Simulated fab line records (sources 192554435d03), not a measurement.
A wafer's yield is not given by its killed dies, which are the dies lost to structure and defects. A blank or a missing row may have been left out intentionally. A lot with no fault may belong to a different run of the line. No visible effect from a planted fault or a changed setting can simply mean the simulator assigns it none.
Split-lot trial ; flow n5_finfet ; 21 wafers read from 7 lots, route of 1938 steps

ON THE SPLIT
At N5_FIN_CUT_ETCH_21 (etches SOC in N2/H2, target depth 219 nm, overetch 43.8 nm, time 523.5 s), the setting time_s was moved away from the recipe's 523.5 s on 5 of the 21 wafers read, by -13.4% to -9.7%. The other wafers ran this setting at the recipe's value.

The reading comes from the split's own step.

THE READING
SiARC_of_FIN_CUT_COAT_19.thk_nm (the simulator's own value, which no gauge read), in nm, at N5_FIN_CUT_ETCH_21 (etches SOC in N2/H2, target depth 219 nm, overetch 43.8 nm, time 523.5 s). No usual value for it is given in the file. Here, 16 wafers ran the recipe; their average is 12.0 nm with a standard deviation of 0.11 nm.

wafer;tool, chamber at the split;time_s as run, s;against the recipe;SiARC_of_FIN_CUT_COAT_19.thk_nm, nm;against lot-mates on the recipe
L079.1;rie_diel-02, 3;462.7;-11.6%;13;+1.0
L079.2;rie_diel-02, 2,3;523.5;recipe;12;-
L079.6;rie_diel-02, 2,3;523.5;recipe;12;-
L080.2;rie_diel-02, 0,2;523.5;recipe;12;-
L080.5;rie_diel-02, 0,2;523.5;recipe;12;-
L080.3;rie_diel-02, 1;523.5;recipe;11.8;-
L082.2;rie_diel-04, 2;523.5;recipe;12.2;-
L082.5;rie_diel-04, 2;523.5;recipe;12.2;-
L082.3;rie_diel-04, 0;523.5;recipe;12;-
L085.1;rie_diel-03, 0,2;523.5;recipe;12;-
L085.5;rie_diel-03, 0,2;523.5;recipe;12;-
L085.2;rie_diel-03, 3;460.6;-12.0%;12.8;+0.8
L093.2;rie_diel-02, 2;472.8;-9.7%;12.8;+0.8
L093.5;rie_diel-02, 2;472.8;-9.7%;12.8;+0.8
L093.4;rie_diel-02, 0;523.5;recipe;12;-
L094.1;rie_diel-03, 2,3;523.5;recipe;12;-
L094.3;rie_diel-03, 2,3;523.5;recipe;12;-
L094.5;rie_diel-03, 2;523.5;recipe;11.8;-
L097.2;rie_diel-04, 2;523.5;recipe;12.2;-
L097.3;rie_diel-04, 1;453.1;-13.4%;13;+0.9
L097.6;rie_diel-04, 1;523.5;recipe;12;-
If several chambers appear in one row, that row covers several wafers at once and the file leaves open which wafer was in which chamber.

THE FIT
A straight line over all 21 wafers: SiARC_of_FIN_CUT_COAT_19.thk_nm changes by -0.0762 nm for each +1% of time_s; r = -0.96; the points scatter about the line by 0.11 nm.
The same after taking each lot's own level away (the mean of its wafers on the recipe; 21 wafers): -0.0751 nm for each +1%; r = -0.97; scatter 0.089 nm.
On that fit, the largest move of time_s shifts the reading by 1 nm.
The span of the lots' own levels, 11.93 to 12.13 nm, comes to 1.8 times the standard deviation stated above.
The two slopes agree, so the slope changes little with the lot-to-lot level.
Check: with one of the wafers moved furthest among these (-13.4%) left out of the fit, the line predicts +1.06 nm for it against its lot-mates. It came out at +0.9 nm against them.

OTHER SPLITS ON THESE WAFERS
These wafers also went through other splits before the reading. Each is held against what the fit with the lots' levels taken away leaves over:
other split on the same wafers;wafers away from the commonest value;r with SiARC_of_FIN_CUT_COAT_19.thk_nm (lot level and that fit taken away)
N5_ZERO_LAYER_EXPOSE_08 dose_mj;7;-0.13
N5_ZERO_LAYER_DEVELOP_10 develop_time_s;3;+0.08
N5_WELL_APT_EXPOSE_05 dose_mj;6;-0.03
N5_WELL_APT_PEB_06 peb_time_s;5;-0.10
N5_FIN_SAQP_PECVD_06 time_s;5;-0.11
N5_FIN_SAQP_PEB_14 peb_time_s;9;-0.12

FILE'S OWN FIT
SiARC_of_FIN_CUT_COAT_19.thk_nm changes by -0.0742 nm for each +1% of time_s, r = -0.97.
